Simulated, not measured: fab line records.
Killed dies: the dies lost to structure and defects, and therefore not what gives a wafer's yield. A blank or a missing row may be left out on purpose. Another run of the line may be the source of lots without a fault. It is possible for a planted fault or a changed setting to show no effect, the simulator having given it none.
Matching of chambers ; flow n5Finfet ; N5_GATE_CUT_HM_OPEN_40 on rieDiel-05 has 4 sister chambers
The step chemistry C4F6/O2, target SiO2, target depth 139 nm, time 85.1 s. 18 wafers are shown with their chamber, then 9 later ones without.

== WAFERS, EACH WITH ITS CHAMBER ==
wafer;chamber;showerheadPlenumPTorr (Torr);rfVppV (V);throttleValvePct (%)
L078.1;1;3.02;662;21.12
L078.3;0;2.94;660;21.05
L078.5;2;2.77;654;21.08
L081.2;0;2.94;659;21.05
L081.3;1;3.02;664;21.17
L081.5;3;2.80;654;20.83
L086.2;0;2.93;659;21.07
L086.3;2;2.77;653;21.13
L086.4;3;2.79;653;20.86
L088.3;3;2.79;653;20.86
L088.5;2;2.77;653;21.09
L088.6;1;3.02;663;21.17
L090.1;1;3.01;663;21.19
L090.2;0;2.93;659;21.08
L090.6;1;3.01;663;21.16
L092.1;2;2.76;652;21.11
L092.3;1;3.01;663;21.18
L092.6;1;3.01;664;21.18

SIGNATURES (averages over the wafers above)
reading;chamber 0;chamber 1;chamber 2;chamber 3;scatter within a chamber
showerheadPlenumPTorr;2.9350;3.0143;2.7675;2.7933;0.00543
rfVppV;659.25;663.14;653.00;653.33;0.669
throttleValvePct;21.0625;21.1671;21.1025;20.8500;0.0205
Rule: for each reading, subtract the chamber's mean from the wafer's reading, divide by that reading's scatter and square the result; add these up over the readings and take the root, which gives the wafer's distance from the chamber. If the next closest chamber is less than 2 further off than the closest, the wafer can't be placed; otherwise it belongs to the closest. The scatter: the root of (the sum of the squares of (reading less its chamber's mean) over the shown wafers, divided by (wafers less chambers)).

== WAFERS WITHOUT THEIR CHAMBER ==
wafer;showerheadPlenumPTorr (Torr);rfVppV (V);throttleValvePct (%)
L094.2;2.76;653;21.10
L094.3;2.79;652;20.88
L094.6;2.79;652;20.89
L095.1;2.93;658;21.10
L095.2;2.79;654;20.89
L095.3;3.01;664;21.19
L095.4;2.76;652;21.12
L095.5;3.01;664;21.20
L095.6;2.93;659;21.08

== WHICH CHAMBER EACH ONE RAN IN ==
wafer;from the rows above;in truth
L094.2;2;2
L094.3;3;3
L094.6;3;3
L095.1;0;0
L095.2;3;3
L095.3;1;1
L095.4;2;2
L095.5;1;1
L095.6;0;0
Correctly placed: 9 of 9. Can't be placed from these rows: 0. Number placed wrongly: 0.
